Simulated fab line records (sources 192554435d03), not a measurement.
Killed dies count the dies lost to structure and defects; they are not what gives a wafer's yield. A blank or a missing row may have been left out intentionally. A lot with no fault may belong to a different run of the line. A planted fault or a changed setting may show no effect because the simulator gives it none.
fab line records    flow n5Finfet
record: lots: 10  wafers: 30  lastDay: 18
route steps=1938 shown BEOL_M11@1573 MIM_BOT_ETCH@1868 PASSIVATION@1906
lots that met no fault: from a run of the same line without faults
startH: the number of hours between the record's first day and the start of the first shown wafer of the lot    waitH: hours elapsed since this lot's preceding step    " unchanged from the row above    L1.1+2: a single row standing in for several wafers    - value missing, or start not given    * or withheld: withheld    < > ~ a bound
route shown NAME@n: names a module that has steps shown in the file, with the first one's number in the route    usual: mean/standard deviation of fault-free wafers    same: alike in all rows    chamber/n: place in a boat    sites: each site's reading    _std_site: the values' standard deviation    _edge_site: outer sites' mean less inner sites'    radiusMm: how far each site lies from the wafer's centre    mask NAME#n: copy n    behind: tool/chamber where the wafer was last shaped    hold: the reason the lot was held/the length of the hold in hours/how it ended    device: transistor that didn't switch, given as n, p or np    end of line: the tests these same wafers got at the end of their route    a step given without rows: its recipe and nothing more    killed: not the wafer's yield, but the dies lost to structure and defects at the first sort    map: per-die view of a wafer (x killed, . not killed, _ where there is no die)
set.NAME: the setting as run; set.NAME@STEP: as run at that earlier step    model.NAME: the simulator's own value behind a step, which no gauge read
one table for each step of the route and one row for each wafer, over a sample of lots
services: a tool's chamber out of use, with start hour (startH, from the record's first day; less than 0 if before it), hours out, and reason
== steps ==
step: N5_BEOL_M11_ETCH_66
recipe: chemistry: N2/H2  target: SOC  targetDepthA: 1200  overetchA: 240  maskMaterial: SiARC  tempC: 40  timeS: 180  ionEnergyEv: 200  pressureMtorr: 30  sourceW: 840  biasW: 150  n2FlowSccm: 200  h2FlowSccm: 200
usual: drypumpMotorCurrentA: 5.7/0.39  oesProductAu: 0.64/0.052  rfVppV: 524.2/1.8  showerheadPlenumPTorr: 2.55/0.062  throttleValvePct: 17.84/0.26
lot.wafer  tool        chamber  startH  waitH  drypumpMotorCurrentA  oesProductAu  rfHoursCounterH  rfVppV  showerheadPlenumPTorr  throttleValvePct
L490.1     rieDiel-05  0        250.81  0.0    6.2                   0.59          192              526.0   2.64                   18.21
L490.3     "           1        "       "      5.6                   0.59          175              523.1   2.52                   17.72
L490.4     "           3        "       "      5.6                   0.71          38               522.9   2.47                   17.40
L491.1     rieDiel-05  1        256.66  0.0    5.6                   0.59          177              523.8   2.52                   17.71
L491.3     "           0        "       "      6.2                   0.58          194              527.3   2.63                   18.21
L491.6     "           0        "       "      6.2                   0.59          -                526.1   2.63                   18.20
L493.2     rieDiel-04  3        262.00  0.0    5.7                   0.68          61               523.5   2.60                   18.00
L493.4     "           1        "       "      5.3                   0.71          34               522.5   2.48                   17.68
L493.5     "           0        "       "      5.9                   0.60          -                524.4   2.53                   17.64
L496.1     rieDiel-05  1        281.41  0.0    5.6                   0.58          186              522.5   2.51                   17.71
L496.4     "           0        "       "      6.2                   0.59          204              526.2   2.63                   18.23
L496.5     "           0        "       "      6.2                   0.58          -                526.7   2.63                   18.22
L497.1     rieDiel-04  2        281.94  0.0    6.4                   0.67          79               525.7   2.58                   18.06
L497.3     "           0        "       "      5.9                   0.61          168              522.9   2.52                   17.63
L497.5     "           1        "       "      5.4                   0.70          -                521.8   2.48                   17.70
L501.1     rieDiel-02  1        323.19  0.0    4.9                   0.72          34               525.4   2.59                   17.50
L501.3     "           2        "       "      5.6                   0.58          200              523.0   2.51                   17.60
L501.4     "           1        "       "      4.9                   0.71          -                527.2   2.59                   17.50
L507.3     rieDiel-04  0        363.08  0.0    5.9                   0.59          191              523.4   2.51                   17.68
L507.4     "           2        "       "      6.4                   0.64          104              524.4   2.57                   18.11
L507.6     "           1        "       "      5.4                   0.68          -                521.4   2.47                   17.76
L509.1     rieDiel-04  2        369.93  0.0    6.4                   0.65          106              525.7   2.57                   18.11
L509.5     "           2        "       "      6.4                   0.65          -                523.5   2.57                   18.10
L509.6     "           3        "       "      5.7                   0.66          -                524.8   2.59                   18.06
L510.2     rieDiel-05  2        378.00  0.0    5.5                   0.67          101              524.3   2.57                   17.79
L510.4     "           1        "       "      5.6                   0.56          215              522.1   2.50                   17.78
L510.6     "           0        "       "      6.2                   0.57          -                525.8   2.62                   18.27
L512.1     rieDiel-02  0        381.50  0.0    5.3                   0.70          57               527.8   2.72                   17.70
L512.2     "           1        "       "      4.9                   0.70          54               524.8   2.58                   17.53
L512.3     "           3        "       "      5.2                   0.55          229              526.0   2.63                   18.25
step: N5_MIM_BOT_ETCH_ETCH_00
recipe: chemistry: Cl2/BCl3  target: TiN  targetDepthA: 455  ionEnergyEv: 150  pressureMtorr: 10  icpW: 1000  biasW: 126  Cl2_flow_sccm: 53.25  bcl3FlowSccm: 21.75  Ar_flow_sccm: 25
usual: drypumpMotorCurrentA: 6.0/0.41  mfcCl2Sccm: 53.24/0.16  oesProductAu: 0.78/0.08  throttleValvePct: 22.00/0.22
lot.wafer  tool         chamber  startH  waitH  drypumpMotorCurrentA  mfcCl2Sccm  oesProductAu  rfHoursCounterH  throttleValvePct
L490.1     rieMetal-03  1        294.13  0.1    5.9                   53.27       0.77          47               21.91
L490.3     "            1        "       "      5.9                   53.18       0.76          -                21.90
L490.4     "            0        "       "      6.7                   53.25       0.82          -                21.96
L491.1     rieMetal-03  0        294.34  0.1    6.7                   52.99       0.83          33               21.99
L491.3     "            0        "       "      6.6                   53.25       0.83          -                21.97
L491.6     "            1        "       "      5.9                   53.42       0.77          -                21.90
L493.2     rieMetal-02  1        295.18  0.1    5.4                   53.11       0.68          86               21.92
L493.4     "            1        "       "      5.3                   53.35       0.68          -                21.94
L493.5     "            0        "       "      5.6                   53.21       0.75          -                22.17
L496.1     rieMetal-03  1        321.22  0.1    5.9                   53.37       0.75          50               21.92
L496.4     "            1        "       "      5.9                   53.27       0.76          -                21.91
L496.5     "            0        "       "      6.7                   53.37       0.81          -                21.98
L497.1     rieMetal-02  1        321.36  0.1    5.3                   53.51       0.66          90               21.94
L497.3     "            1        "       "      5.3                   53.41       0.66          -                21.95
L497.5     "            1        "       "      5.3                   53.28       0.67          -                21.96
L501.1     rieMetal-03  1        356.21  0.1    5.9                   53.48       0.75          51               21.92
L501.3     "            0        "       "      6.7                   53.46       0.81          -                21.97
L501.4     "            1        "       "      5.9                   53.39       0.76          -                21.92
L507.3     rieMetal-01  1        390.18  0.1    6.1                   53.20       0.94          -                22.10
L507.4     "            0        "       "      5.7                   52.91       0.80          -                21.71
L507.6     "            1        "       "      6.1                   53.08       0.95          -                22.11
L509.1     rieMetal-02  0        402.63  0.1    5.6                   53.16       0.72          60               22.20
L509.5     "            0        "       "      5.6                   53.38       0.72          -                22.22
L509.6     "            0        "       "      5.5                   53.28       0.72          -                22.23
L510.2     rieMetal-01  1        408.17  0.1    6.1                   53.35       0.92          4                22.11
L510.4     "            1        "       "      6.1                   53.04       0.94          -                22.12
L510.6     "            1        "       "      6.1                   53.09       0.93          -                22.11
L512.1     rieMetal-01  0        421.05  0.1    5.7                   53.50       0.79          41               21.70
L512.2     "            1        "       "      6.1                   52.98       0.91          6                22.12
L512.3     "            1        "       "      6.1                   52.80       0.92          -                22.11
step: N5_MIM_BOT_ETCH_STRIP_01
recipe: chemistry: O2  powerW: 600  tempC: 60  pressureMtorr: 30  rfFrequencyHz: 6e+07  biasPowerW: 0  overashFraction: 0.5  o2FlowSccm: 225
usual: drypumpMotorCurrentA: 5.7/0.52  oesProductAu: 0.81/0.077  rfVppV: 3.5/1.3  showerheadPlenumPTorr: 2.13/0.063  throttleValvePct: 16.61/0.27
lot.wafer  tool        chamber  startH  waitH  drypumpMotorCurrentA  oesProductAu  rfHoursCounterH  rfVppV  showerheadPlenumPTorr  throttleValvePct
L490.1     rieDiel-06  1        294.27  0.1    6.6                   0.69          243              2.6     2.17                   16.86
L490.3     "           3        "       "      5.4                   0.89          34               1.8     2.25                   16.58
L490.4     "           3        "       "      5.4                   0.88          -                3.8     2.25                   16.60
L491.1     rieDiel-03  0        294.48  0.1    5.2                   0.84          73               4.0     2.11                   16.42
L491.3     "           3        "       "      6.0                   0.76          142              5.9     2.03                   16.92
L491.6     "           2        "       "      5.0                   0.76          -                3.4     2.13                   16.98
L493.2     rieDiel-01  2        295.32  0.1    5.2                   0.80          104              3.1     2.18                   16.42
L493.4     "           0        "       "      6.3                   0.74          163              4.2     2.18                   16.61
L493.5     "           3        "       "      6.6                   0.86          -                1.6     2.14                   16.40
L496.1     rieDiel-01  3        321.40  0.1    6.6                   0.85          44               2.8     2.14                   16.46
L496.4     "           0        "       "      6.3                   0.73          173              3.5     2.18                   16.64
L496.5     "           3        "       "      6.5                   0.85          -                3.2     2.14                   16.46
L497.1     rieDiel-03  0        321.56  0.2    5.2                   0.83          81               2.7     2.10                   16.39
L497.3     "           2        "       "      5.0                   0.76          129              6.6     2.12                   17.02
L497.5     "           3        "       "      5.9                   0.77          -                4.8     2.03                   16.96
L501.1     rieDiel-01  1        356.35  0.1    5.8                   0.89          49               3.7     2.21                   16.20
L501.3     "           2        "       "      5.3                   0.77          125              4.1     2.17                   16.48
L501.4     "           3        "       "      6.5                   0.85          56               4.7     2.13                   16.46
L507.3     rieDiel-01  1        390.28  0.1    5.8                   0.88          60               3.0     2.21                   16.26
L507.4     "           3        "       "      6.6                   0.82          69               1.7     2.13                   16.50
L507.6     "           0        "       "      6.3                   0.72          -                6.1     2.17                   16.72
L509.1     rieDiel-06  3        402.89  0.2    5.4                   0.83          76               2.1     2.23                   16.67
L509.5     "           2        "       "      6.3                   0.88          -                4.2     2.02                   16.33
L509.6     "           3        "       "      5.4                   0.83          -                3.2     2.23                   16.69
L510.2     rieDiel-06  1        408.31  0.1    6.6                   0.92          25               3.0     2.16                   16.49
L510.4     "           3        "       "      5.4                   0.81          78               5.7     2.23                   16.70
L510.6     "           1        "       "      6.6                   0.94          -                4.7     2.16                   16.52
L512.1     rieDiel-03  1        421.19  0.1    5.5                   0.92          12               2.5     2.14                   16.38
L512.2     "           0        "       "      5.2                   0.78          115              4.6     2.09                   16.48
L512.3     "           3        "       "      5.9                   0.72          190              3.9     2.01                   16.98
step: N5_PASSIVATION_OVL_MEAS_63
recipe: pointsPerWafer: 44
usual: PAD_OVL: 1/6
lot.wafer  tool        chamber  startH  waitH  PAD_OVL[nm]
L490.1     overlay-01  0        297.29  0.0    5
L490.3     "           0        "       "      11
L490.4     "           0        "       "      5
L491.1     overlay-02  0        297.91  0.0    1
L491.3     "           0        "       "      2
L491.6     "           0        "       "      -1
L493.2     overlay-02  0        301.01  0.0    9
L493.4     "           0        "       "      10
L493.5     "           0        "       "      12
L496.1     overlay-02  0        325.09  0.0    5
L496.4     "           0        "       "      1
L496.5     "           0        "       "      0
L497.1     overlay-01  0        325.27  0.0    -7
L497.3     "           0        "       "      -4
L497.5     "           0        "       "      -1
L501.1     overlay-02  0        358.99  0.0    -1
L501.3     "           0        "       "      -4
L501.4     "           0        "       "      2
L507.3     overlay-02  0        395.52  0.0    -6
L507.4     "           0        "       "      2
L507.6     "           0        "       "      0
L509.1     overlay-02  0        406.21  0.0    4
L509.5     "           0        "       "      -6
L509.6     "           0        "       "      -9
L510.2     overlay-01  0        412.68  0.0    7
L510.4     "           0        "       "      9
L510.6     "           0        "       "      6
L512.1     overlay-01  0        424.97  0.0    -7
L512.2     "           0        "       "      -10
L512.3     "           0        "       "      -8
step: N5_PASSIVATION_PROBE_49
usual: defectLimitedYield: 91.4/1.5  killed_at_M0_to_M3: 34/10  killed_at_M4_up: 15/6  killedAtContacts: 12/6  killedAtFrontEnd: 37/11  killedAtOther: 3.3/2.8  killedDies: 101/18  killedOnRim: 14/4.4  killedOpen: 66/14  killedShort: 33/7.8  sort_bin_5_function: 5.0/0.97  sort_bin_6_memory: 3.2/0.72  sortNPass: 1079/18  sortYieldPct: 91.4/1.5
same: grossDies: 1180  killedAtBackSide: 0  sort_bin_4_leakage[%]: 0  sort_bin_8_speed[%]: 0
lot.wafer  tool       chamber  startH  waitH  defectLimitedYield[%]  killed_at_M0_to_M3  killed_at_M4_up  killedAtContacts  killedAtFrontEnd  killedAtOther  killedDies  killedOnRim  killedOpen  killedShort  sort_bin_5_function[%]  sort_bin_6_memory[%]  sortNPass  sortYieldPct[%]
L501.3     prober-02  -        365.93  0.1    91.9                   38                  17               5                 35                0              95          17           58          37           4.6                     3.1                   1085       91.9
L507.3     prober-01  -        400.76  0.1    93.2                   20                  5                14                40                1              80          11           47          24           3.8                     1.9                   1100       93.2
L507.4     prober-01  -        400.81  0.2    83.6                   51                  91               17                35                0              194         32           79          32           8.9                     5.3                   986        83.6
L507.6     prober-01  -        400.91  0.3    89.6                   35                  16               27                43                2              123         24           76          40           5.5                     4.0                   1057       89.6
L509.1     prober-02  -        411.45  0.0    85.3                   25                  92               10                44                3              174         29           49          37           9.0                     3.1                   1006       85.3
L509.5     prober-02  -        411.65  0.2    85.4                   17                  98               9                 47                1              172         29           59          27           8.5                     4.2                   1008       85.4
L509.6     prober-02  -        411.70  0.3    91.8                   34                  12               13                38                0              97          8            63          31           4.7                     3.3                   1083       91.8
killed by level:class
L501.3 BEOL_M4:geometricParticle:open=10 FIN_SAQP:geometricParticle:short=9 BEOL_M0_SAQP:geometricParticle:open=9 BEOL_M3:geometricParticle:open=7 BEOL_M0_SAQP:geometricParticle:short=5 BEOL_M0:geometricParticle:open=5 DUMMY_GATE:geometricParticle:short=4 DUMMY_GATE:geometricParticle:open=4
L507.3 MOL_CONTACT_COAG:geometricParticle:open=12 HKMG_FIN:areaEtch=9 FIN_SAQP:geometricParticle:open=7 BEOL_M2:geometricParticle:open=6 FIN_SAQP:geometricParticle:short=5 ILD0:geometricParticle:open=5 BEOL_M0_SAQP:geometricParticle:open=4 BEOL_M1:geometricParticle:open=4
L507.4 BEOL_M11:unspecified=82 MOL_CONTACT_COAG:geometricParticle:open=13 BEOL_M3:geometricParticle:open=13 FIN_SAQP:geometricParticle:short=10 FIN_SAQP:geometricParticle:open=8 BEOL_M0_SAQP:geometricParticle:short=8 BEOL_M2:geometricParticle:open=8 BEOL_M1:geometricParticle:open=7
L507.6 MOL_CONTACT_COAG:geometricParticle:open=18 FIN_SAQP:geometricParticle:open=11 MOL_CONTACT_COAG:geometricParticle:short=9 FIN_SAQP:geometricParticle:short=8 BEOL_M1:geometricParticle:open=7 BEOL_M0_SAQP:geometricParticle:short=7 HKMG_FIN:areaEtch=7 BEOL_M2:geometricParticle:open=6
L509.1 BEOL_M11:unspecified=82 BEOL_M2:geometricParticle:open=9 FIN_SAQP:geometricParticle:short=7 STI_FIN_REVEAL:geometricParticle:short=7 MOL_CONTACT_COAG:geometricParticle:open=7 STI_FIN_REVEAL:geometricParticle:open=6 DUMMY_GATE:geometricParticle:open=6 GATE_CUT:geometricParticle:open=5
L509.5 BEOL_M11:unspecified=82 FIN_SAQP:geometricParticle:short=15 BEOL_M2:geometricParticle:open=10 DUMMY_GATE:geometricParticle:open=6 MOL_CONTACT_COAG:geometricParticle:open=6 FIN_SAQP:geometricParticle:open=5 GATE_CUT:geometricParticle:short=5 BEOL_M4:geometricParticle:open=5
L509.6 MOL_CONTACT_COAG:geometricParticle:open=12 STI_FIN_REVEAL:geometricParticle:open=10 BEOL_M0_SAQP:geometricParticle:short=8 BEOL_M2:geometricParticle:open=8 STARTING-WAFER:geometricParticle:short=6 FIN_SAQP:geometricParticle:open=5 DUMMY_GATE:geometricParticle:open=5 BEOL_M4:geometricParticle:open=5
== services ==
tool         chamber  startH  hours  kind
rieMetal-02  1        228.40  16.7   repair
rieDiel-06   -        233.19  15.6   pm
rieDiel-06   3        251.02  9.4    repair
rieDiel-03   3        259.60  4.2    repair
rieDiel-06   0        263.94  4.2    repair
rieDiel-02   3        264.08  11.4   repair
rieDiel-02   -        271.71  2.8    pm
rieDiel-06   -        277.23  4.3    pm
rieMetal-02  1        285.23  5.5    repair
rieDiel-01   0        287.50  1.8    repair
rieDiel-02   -        300.28  4.0    repair
rieDiel-03   0        303.24  7.5    repair
rieDiel-06   2        309.91  2.8    repair
rieMetal-03  -        310.55  1.4    pm
rieDiel-03   1        321.25  4.6    repair
rieDiel-02   0        322.58  9.6    repair
rieDiel-04   1        330.34  2.0    repair
rieMetal-03  -        347.73  2.8    pm
rieDiel-05   3        351.34  12.4   repair
rieDiel-01   -        373.96  1.1    repair
rieMetal-02  -        374.33  4.3    pm
rieDiel-01   1        378.85  1.3    repair
rieDiel-04   0        384.21  6.8    repair
rieMetal-03  1        401.71  25.8   repair
== key ==
firstSign: step: N5_PASSIVATION_PROBE_49  reading: killed_at_M4_up  direction: up  sigmas: 13  usual: 15  struck: 94
effect: step: N5_PASSIVATION_PROBE_49  reading: killedDies  direction: up  sigmas: 4.4  usual: 101  struck: 180
moreKillsBornAt: N5_BEOL_M11_ETCH_66@rieDiel-04: 246
metAt N5_BEOL_M11_ETCH_66
struckLots L507,L509
struckWafers L507.4,L509.1,L509.5
notActingAt N5_MIM_BOT_ETCH_ETCH_00,N5_MIM_BOT_ETCH_STRIP_01,N5_PASSIVATION_OVL_MEAS_63
onsetBetween 281.94 363.08
fault: kind: chamberParticleSource  tool: rieDiel-04  chamber: 2  onsetH: 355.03  steps: N5_BEOL_M11_ETCH_66  ratePerVisitCm2: 0.83733  endH: 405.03
